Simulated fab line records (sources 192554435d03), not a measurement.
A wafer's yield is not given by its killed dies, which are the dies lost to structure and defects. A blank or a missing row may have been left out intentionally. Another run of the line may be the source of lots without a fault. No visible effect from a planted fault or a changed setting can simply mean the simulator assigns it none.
Chamber matching :: flow n5Finfet :: N5_GATE_CUT_ALD_22 on aldSin-04: 4 sister chambers
The step deposits SiNx, target thk 16 nm, pulse time 1 s, ald cycles 320. 4 wafers are shown with their chamber, then 12 later ones without.

WAFERS, EACH WITH ITS CHAMBER
wafer: L089.3
chamber: 0
heaterPowerOuterW (W): 557

wafer: L090.1
chamber: 2
heaterPowerOuterW (W): 543

wafer: L090.3
chamber: 3
heaterPowerOuterW (W): 496

wafer: L090.5
chamber: 1
heaterPowerOuterW (W): 447

WAFERS WITH NO CHAMBER GIVEN
wafer: L094.2
heaterPowerOuterW (W): 504

wafer: L094.4
heaterPowerOuterW (W): 455

wafer: L094.6
heaterPowerOuterW (W): 457

wafer: L095.1
heaterPowerOuterW (W): 559

wafer: L095.4
heaterPowerOuterW (W): 455

wafer: L095.6
heaterPowerOuterW (W): 488

wafer: L096.2
heaterPowerOuterW (W): 546

wafer: L096.4
heaterPowerOuterW (W): 454

wafer: L096.6
heaterPowerOuterW (W): 495

wafer: L097.3
heaterPowerOuterW (W): 454

wafer: L097.4
heaterPowerOuterW (W): 499

wafer: L097.5
heaterPowerOuterW (W): 487

WHICH CHAMBER EACH ONE RAN IN
wafer: L094.2
from the rows above: 3
in truth: 3

wafer: L094.4
from the rows above: 1
in truth: 1

wafer: L094.6
from the rows above: 1
in truth: 1

wafer: L095.1
from the rows above: 0
in truth: 0

wafer: L095.4
from the rows above: 1
in truth: 1

wafer: L095.6
from the rows above: 3
in truth: 3

wafer: L096.2
from the rows above: can't be placed: 2 or 0
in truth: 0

wafer: L096.4
from the rows above: 1
in truth: 1

wafer: L096.6
from the rows above: 3
in truth: 3

wafer: L097.3
from the rows above: 1
in truth: 1

wafer: L097.4
from the rows above: 3
in truth: 3

wafer: L097.5
from the rows above: 3
in truth: 3
Placed correctly: 11 of 12. Unplaceable from these rows: 1, with the true chamber sitting among the candidates in 1. 0 placed wrongly.
How it was worked out, from the rows above alone: a wafer's distance from a chamber is the root of the sum, over the readings, of the square of ((its reading less the chamber's mean) divided by the reading's scatter). The wafer belongs to the nearest chamber; if the next one is less than 2 further off, it can't be placed. The mean given for a chamber averages the wafers shown for that chamber. The scatter: with one shown wafer a chamber, the root of the mean of the squares of how far each hidden wafer lies from its nearest shown one.
